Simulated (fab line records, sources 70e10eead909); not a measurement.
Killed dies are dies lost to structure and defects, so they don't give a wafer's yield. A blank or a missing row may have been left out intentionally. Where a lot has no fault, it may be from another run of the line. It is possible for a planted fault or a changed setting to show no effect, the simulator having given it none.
Matching of chambers ; flow nand-harc ; NHARC_A_STAIRCASE_DESCUM_443 on rie-diel-01: 4 sister chambers
The step chemistry O2, time 3 s. 20 wafers are shown with their chamber, then 10 later ones without.

== EACH WAFER AND ITS CHAMBER ==
wafer;chamber;drypump-motor-current-A (A);showerhead-plenum-p-Torr (Torr);rf-vpp-V (V)
L075.2;0;5.6;1.84;56.8
L075.3;1;6.0;1.99;58.3
L075.5;0;5.6;1.84;57.9
L078.1;1;6.0;1.99;57.9
L078.2;3;5.0;2.08;58.5
L078.3;0;5.6;1.83;58.0
L078.4;2;5.4;1.81;58.0
L078.5;1;6.0;1.99;58.7
L078.6;0;5.5;1.83;57.3
L079.1;1;6.0;1.99;56.9
L079.4;0;5.6;1.83;57.4
L079.6;1;6.0;1.99;58.4
L083.1;1;6.0;1.99;57.1
L083.2;3;5.0;2.07;57.7
L083.5;2;5.4;1.80;56.6
L085.1;1;6.0;1.98;59.6
L085.3;3;5.0;2.07;58.5
L085.6;0;5.6;1.83;56.6
L089.2;3;5.0;2.07;59.3
L089.4;0;5.6;1.82;56.6

SIGNATURES (averages over the wafers above)
reading;chamber 0;chamber 1;chamber 2;chamber 3;scatter within a chamber
drypump-motor-current-A;5.586;6.000;5.400;5.000;0.0231
showerhead-plenum-p-Torr;1.8314;1.9886;1.8050;2.0725;0.00557
rf-vpp-V;57.229;58.129;57.300;58.500;0.772
Rule: distance of a wafer from a chamber = root of the sum over the readings of ((wafer's reading minus chamber's mean) / reading's scatter) squared. If the next closest chamber is less than 2 further off than the closest, the wafer can't be placed; otherwise it belongs to the closest. The scatter: the root of (the sum of the squares of (reading less its chamber's mean) over the shown wafers, divided by (wafers less chambers)).

== WAFERS WITH NO CHAMBER GIVEN ==
wafer;drypump-motor-current-A (A);showerhead-plenum-p-Torr (Torr);rf-vpp-V (V)
L089.5;5.4;1.80;56.7
L093.1;5.6;1.82;57.7
L093.4;5.1;2.06;59.6
L093.5;5.6;1.82;56.8
L092.1;5.4;1.80;57.5
L092.3;5.0;2.06;57.9
L092.4;5.9;1.98;57.1
L094.2;6.0;1.98;59.6
L094.4;5.4;1.80;57.6
L094.6;5.0;2.06;59.3

== EACH ONE'S CHAMBER ==
wafer;from the rows above;in truth
L089.5;2;2
L093.1;0;0
L093.4;3;3
L093.5;0;0
L092.1;2;2
L092.3;3;3
L092.4;1;1
L094.2;1;1
L094.4;2;2
L094.6;3;3
10 of 10 placed correctly. Not placeable from these rows: 0. 0 placed wrongly.
